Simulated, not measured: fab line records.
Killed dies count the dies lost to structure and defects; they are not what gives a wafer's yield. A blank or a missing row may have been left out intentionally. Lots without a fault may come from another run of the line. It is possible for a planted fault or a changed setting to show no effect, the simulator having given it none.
Which tool is to blame?    flow n5_finfet    24 lots, 72 wafers sampled, at 5 steps of a route of 1938

WHAT EACH GAUGE READ, for each wafer
N5_BEOL_M0_SAQP_CD_MEAS_40: target cd 30 nm.
lot   measured      on         cd_nm (nm)
L074  day 5 14:47   cd_sem-01  29.95 30.23 30.38
L075  day 6 01:14   cd_sem-02  29.86 29.95 29.85
L076  day 6 04:59   cd_sem-02  30.11 29.93 29.33
L077  day 6 07:53   cd_sem-03  29.97 29.97 29.93
L078  day 6 17:07   cd_sem-01  29.66 29.65 29.64
L079  day 6 23:37   cd_sem-01  30.38 30.21 30.11
L081  day 7 20:14   cd_sem-01  29.78 29.94 30.34
L080  day 7 23:59   cd_sem-01  30.18 30.18 29.89
L082  day 8 04:05   cd_sem-03  29.66 29.76 29.90
L083  day 8 05:05   cd_sem-02  30.07 29.92 30.22
L084  day 8 09:32   cd_sem-02  30.40 29.94 29.80
L085  day 8 15:27   cd_sem-02  30.00 30.01 29.78
L086  day 8 16:43   cd_sem-02  29.74 29.74 29.92
L087  day 8 23:53   cd_sem-03  30.16 29.47 29.63
L088  day 9 04:02   cd_sem-02  30.01 30.06 30.01
L089  day 9 08:44   cd_sem-03  29.83 29.87 30.10
L090  day 9 15:55   cd_sem-02  30.33 29.97 29.93
L091  day 10 03:11  cd_sem-01  30.19 30.09 29.73
L092  day 10 04:08  cd_sem-03  29.79 30.16 30.18
L093  day 10 07:55  cd_sem-03  29.85 29.55 30.01
L095  day 10 19:28  cd_sem-03  30.23 30.30 30.23
L094  day 10 22:23  cd_sem-02  30.18 29.87 29.51
L096  day 11 04:18  cd_sem-01  29.84 30.06 30.12
L097  day 11 08:11  cd_sem-02  29.95 30.47 29.76

N5_BEOL_M0_SAQP_OVL_MEAS_41.
lot   measured      on          M0_CUT1_OVL (nm)
L074  day 5 14:49   overlay-01  0.4 -0.6 -0.4
L075  day 6 01:16   overlay-01  -1.3 -0.7 -0.8
L076  day 6 05:01   overlay-01  -0.2 -0.7 -0.3
L077  day 6 07:55   overlay-02  0.6 0.0 0.2
L078  day 6 17:10   overlay-01  -0.4 -0.6 -0.5
L079  day 6 23:39   overlay-01  -1.1 -0.4 0.8
L081  day 7 20:17   overlay-02  -0.2 -0.4 1.3
L080  day 8 00:01   overlay-02  -0.5 -1.0 -1.0
L082  day 8 04:07   overlay-01  -1.2 -0.5 -0.2
L083  day 8 05:08   overlay-02  0.1 -0.8 -1.0
L084  day 8 09:34   overlay-01  -0.8 -0.5 0.3
L085  day 8 15:29   overlay-01  -1.0 0.3 -0.4
L086  day 8 16:45   overlay-02  -0.2 0.2 -0.2
L087  day 8 23:55   overlay-02  0.1 0.2 0.2
L088  day 9 04:05   overlay-01  1.4 0.2 -0.3
L089  day 9 08:47   overlay-01  -0.8 -1.2 0.1
L090  day 9 15:56   overlay-02  -0.5 0.1 0.3
L091  day 10 03:13  overlay-02  0.1 0.3 0.1
L092  day 10 04:10  overlay-01  -1.0 -0.9 -0.3
L093  day 10 07:56  overlay-02  -0.3 -1.1 -1.3
L095  day 10 19:30  overlay-01  -1.0 -0.4 -1.0
L094  day 10 22:25  overlay-02  0.2 -0.2 0.0
L096  day 11 04:20  overlay-02  0.7 -0.1 -0.3
L097  day 11 08:13  overlay-02  -0.2 0.5 0.7

WHICH TOOL RAN EACH LOT (tool, then ch and the chambers of the sampled wafers, then the start)
lot   N5_BEOL_M0_SAQP_HM_OPEN_112         N5_BEOL_M0_SAQP_RECESS_114          N5_BEOL_M0_SAQP_MANDREL1_REMOVE_100
L074  rie_diel-06 ch 0,3, day 5 10:57     vapor_etch-02 ch 0, day 5 11:16     rie_si-02 ch 1,3, day 5 12:13
L075  rie_diel-02 ch 0,1, day 5 21:49     vapor_etch-02 ch 0,1, day 5 22:07   rie_si-01 ch 2,3, day 5 23:04
L076  rie_diel-02 ch 0,1,2, day 6 01:15   vapor_etch-02 ch 0,1, day 6 01:35   rie_si-03 ch 0,2,3, day 6 02:49
L077  rie_diel-05 ch 0,3, day 6 04:21     vapor_etch-01 ch 0,1, day 6 04:43   rie_si-01 ch 0,1, day 6 05:40
L078  rie_diel-02 ch 0,2,3, day 6 13:10   vapor_etch-02 ch 0,1, day 6 13:29   rie_si-01 ch 0,3, day 6 14:49
L079  rie_diel-02 ch 2,3, day 6 19:58     vapor_etch-02 ch 0,1, day 6 20:17   rie_si-03 ch 2,3, day 6 21:19
L081  rie_diel-06 ch 0,1,2, day 7 15:44   vapor_etch-01 ch 0,1, day 7 16:10   rie_si-03 ch 0,1,2, day 7 17:56
L080  rie_diel-02 ch 2,3, day 7 20:12     vapor_etch-01 ch 0,1, day 7 20:31   rie_si-02 ch 2,3, day 7 21:49
L082  rie_diel-06 ch 0,1,3, day 8 00:17   vapor_etch-02 ch 0,1, day 8 00:36   rie_si-02 ch 0,1,2, day 8 01:39
L083  rie_diel-05 ch 0,2,3, day 8 01:29   vapor_etch-02 ch 0,1, day 8 01:48   rie_si-02 ch 1,2,3, day 8 02:45
L084  rie_diel-05 ch 1,2,3, day 8 05:15   vapor_etch-02 ch 0,1, day 8 05:40   rie_si-02 ch 0,2, day 8 06:51
L085  rie_diel-02 ch 0,1,3, day 8 09:51   vapor_etch-02 ch 0,1, day 8 10:17   rie_si-03 ch 2,3, day 8 12:52
L086  rie_diel-02 ch 0,3, day 8 12:20     vapor_etch-01 ch 0,1, day 8 12:46   rie_si-01 ch 0,1,3, day 8 13:39
L087  rie_diel-06 ch 1,2,3, day 8 18:30   vapor_etch-02 ch 0,1, day 8 19:04   rie_si-03 ch 0,1,3, day 8 20:49
L088  rie_diel-06 ch 0,2,3, day 9 00:07   vapor_etch-02 ch 0,1, day 9 00:32   rie_si-03 ch 1,2, day 9 01:43
L089  rie_diel-06 ch 1,3, day 9 05:08     vapor_etch-02 ch 0, day 9 05:27     rie_si-03 ch 0,3, day 9 06:24
L090  rie_diel-02 ch 0,2, day 9 11:50     vapor_etch-01 ch 0,1, day 9 12:13   rie_si-03 ch 0,2,3, day 9 13:37
L091  rie_diel-05 ch 0,1,2, day 9 23:21   vapor_etch-01 ch 0,1, day 9 23:50   rie_si-02 ch 0,1, day 10 00:47
L092  rie_diel-06 ch 2,3, day 10 00:22    vapor_etch-01 ch 0,1, day 10 00:48  rie_si-01 ch 1,2,3, day 10 01:38
L093  rie_diel-05 ch 0,1,2, day 10 04:02  vapor_etch-01 ch 0,1, day 10 04:38  rie_si-01 ch 0,2,3, day 10 05:35
L095  rie_diel-02 ch 2,3, day 10 15:15    vapor_etch-01 ch 0,1, day 10 15:34  rie_si-03 ch 0,1,2, day 10 16:31
L094  rie_diel-06 ch 0,2,3, day 10 18:17  vapor_etch-01 ch 0,1, day 10 18:35  rie_si-02 ch 0,2, day 10 19:32
L096  rie_diel-02 ch 0,1,2, day 11 00:37  vapor_etch-02 ch 0,1, day 11 00:56  rie_si-01 ch 1,2,3, day 11 01:52
L097  rie_diel-06 ch 0,1, day 11 04:38    vapor_etch-02 ch 0, day 11 04:56    rie_si-03 ch 1,2,3, day 11 05:53
- N5_BEOL_M0_SAQP_HM_OPEN_112: chemistry CHF3/O2, target SiO2, stops on a-Si, target depth 12 nm, time 13.5 s.
- N5_BEOL_M0_SAQP_RECESS_114: chemistry HF/NH3, target SiO2, target depth 14.4 nm, afs cycles 3, sublimation time 60 s.
- N5_BEOL_M0_SAQP_MANDREL1_REMOVE_100: chemistry HBr/Cl2/O2, target a-Si, stops on SiNx, bt time 10 s.

WHAT THE TOOLS THEMSELVES READ (means of the sampled wafers that have a number; where no wafer has one, the mark that the record gives instead)
N5_BEOL_M0_SAQP_HM_OPEN_112.
lot   tool         drypump_motor_current_A (A)  mfc_ar_sccm (sccm)  oes_product_au (a.u.)  rf_vpp_V (V)  showerhead_plenum_p_Torr (Torr)  throttle_valve_pct (%)
L074  rie_diel-06  5.8                          200.2               0.48                   525           2.34                             19.12
L075  rie_diel-02  5.4                          200.3               0.49                   531           2.50                             18.77
L076  rie_diel-02  5.7                          199.5               0.48                   530           2.50                             18.72
L077  rie_diel-05  5.8                          199.4               0.45                   530           2.42                             19.24
L078  rie_diel-02  5.4                          200.2               0.51                   528           2.42                             18.62
L079  rie_diel-02  5.5                          199.7               0.52                   523           2.33                             18.69
L081  rie_diel-06  5.9                          199.7               0.52                   521           2.32                             18.89
L080  rie_diel-02  5.8                          199.6               0.51                   528           2.42                             18.60
L082  rie_diel-06  5.7                          200.4               0.52                   523           2.36                             19.07
L083  rie_diel-05  5.6                          200.1               0.47                   526           2.39                             19.27
L084  rie_diel-05  5.4                          201.1               0.48                   521           2.40                             19.09
L085  rie_diel-02  5.4                          199.6               0.54                   524           2.41                             18.70
L086  rie_diel-02  5.1                          200.0               0.51                   522           2.33                             18.75
L087  rie_diel-06  5.8                          200.0               0.51                   522           2.35                             18.99
L088  rie_diel-06  5.9                          199.4               0.46                   523           2.33                             19.06
L089  rie_diel-06  5.6                          199.5               0.55                   519           2.37                             19.03
L090  rie_diel-02  5.4                          199.9               0.49                   533           2.50                             18.62
L091  rie_diel-05  5.5                          200.7               0.54                   522           2.36                             18.96
L092  rie_diel-06  6.0                          200.0               0.46                   523           2.32                             18.98
L093  rie_diel-05  5.5                          200.1               0.54                   523           2.36                             18.96
L095  rie_diel-02  5.8                          200.4               0.50                   527           2.42                             18.62
L094  rie_diel-06  5.9                          200.1               0.46                   525           2.32                             19.08
L096  rie_diel-02  5.7                          200.1               0.52                   531           2.49                             18.63
L097  rie_diel-06  5.7                          199.9               0.54                   519           2.34                             18.94

N5_BEOL_M0_SAQP_RECESS_114.
lot   tool           drypump_motor_current_A (A)  sublimation_temp_c (C)
L074  vapor_etch-02  4.8                          180.25
L075  vapor_etch-02  5.6                          179.94
L076  vapor_etch-02  5.2                          179.99
L077  vapor_etch-01  6.3                          180.07
L078  vapor_etch-02  5.6                          180.05
L079  vapor_etch-02  5.2                          179.94
L081  vapor_etch-01  6.2                          179.97
L080  vapor_etch-01  6.2                          179.96
L082  vapor_etch-02  5.2                          180.04
L083  vapor_etch-02  5.2                          180.24
L084  vapor_etch-02  5.2                          180.27
L085  vapor_etch-02  5.2                          180.08
L086  vapor_etch-01  6.2                          180.08
L087  vapor_etch-02  5.2                          179.95
L088  vapor_etch-02  5.7                          180.17
L089  vapor_etch-02  4.8                          180.07
L090  vapor_etch-01  6.2                          180.02
L091  vapor_etch-01  6.2                          179.90
L092  vapor_etch-01  6.2                          179.93
L093  vapor_etch-01  6.2                          180.03
L095  vapor_etch-01  6.2                          179.99
L094  vapor_etch-01  6.2                          180.13
L096  vapor_etch-02  5.6                          179.87
L097  vapor_etch-02  4.8                          180.23

N5_BEOL_M0_SAQP_MANDREL1_REMOVE_100.
lot   tool       drypump_motor_current_A (A)  oes_product_au (a.u.)  throttle_valve_pct (%)
L074  rie_si-02  6.0                          1.017                  36.92
L075  rie_si-01  5.9                          0.997                  36.53
L076  rie_si-03  5.6                          1.018                  36.61
L077  rie_si-01  5.7                          0.987                  36.98
L078  rie_si-01  5.8                          0.986                  36.83
L079  rie_si-03  6.1                          0.998                  36.46
L081  rie_si-03  5.4                          1.017                  36.92
L080  rie_si-02  5.4                          0.993                  36.74
L082  rie_si-02  5.5                          0.997                  36.84
L083  rie_si-02  5.8                          1.012                  36.84
L084  rie_si-02  5.1                          0.997                  36.89
L085  rie_si-03  6.2                          1.008                  36.46
L086  rie_si-01  5.8                          0.991                  36.75
L087  rie_si-03  5.5                          1.009                  36.78
L088  rie_si-03  5.7                          1.015                  36.88
L089  rie_si-03  5.8                          1.017                  36.48
L090  rie_si-03  5.6                          1.012                  36.61
L091  rie_si-02  5.8                          1.001                  36.93
L092  rie_si-01  5.8                          0.987                  36.69
L093  rie_si-01  5.8                          0.997                  36.77
L095  rie_si-03  5.3                          1.023                  36.91
L094  rie_si-02  5.2                          0.991                  36.88
L096  rie_si-01  5.8                          0.987                  36.68
L097  rie_si-03  5.9                          1.000                  36.77

THE ANSWER, worked out from the rows above alone
Rule: the lots themselves supply what counts as usual. The widest of any qualifying gaps counts: lots, ordered by their means at a reading, are off when they make up no more than a third of the lots, leave a main group of 4 or more, and stand apart from it by 3 or more times the standard deviation of that group's means. A main group whose means are all the same, to the digits that the tables above print for the reading, isn't used. Also off: a lot with no number at a reading for which 4 or more lots have one. Any other lot the step has rows for is counted as sound. The gauges are gone through in route order, then the tools' own readings, and for those a lot's mean is taken as printed above. The first step at which some lot is off is used, and at that step the reading that is off furthest; a lot without a number counts as furthest.
None of the lots is off at any reading shown; this tells nothing.

WHAT THE SIMULATOR PUT IN
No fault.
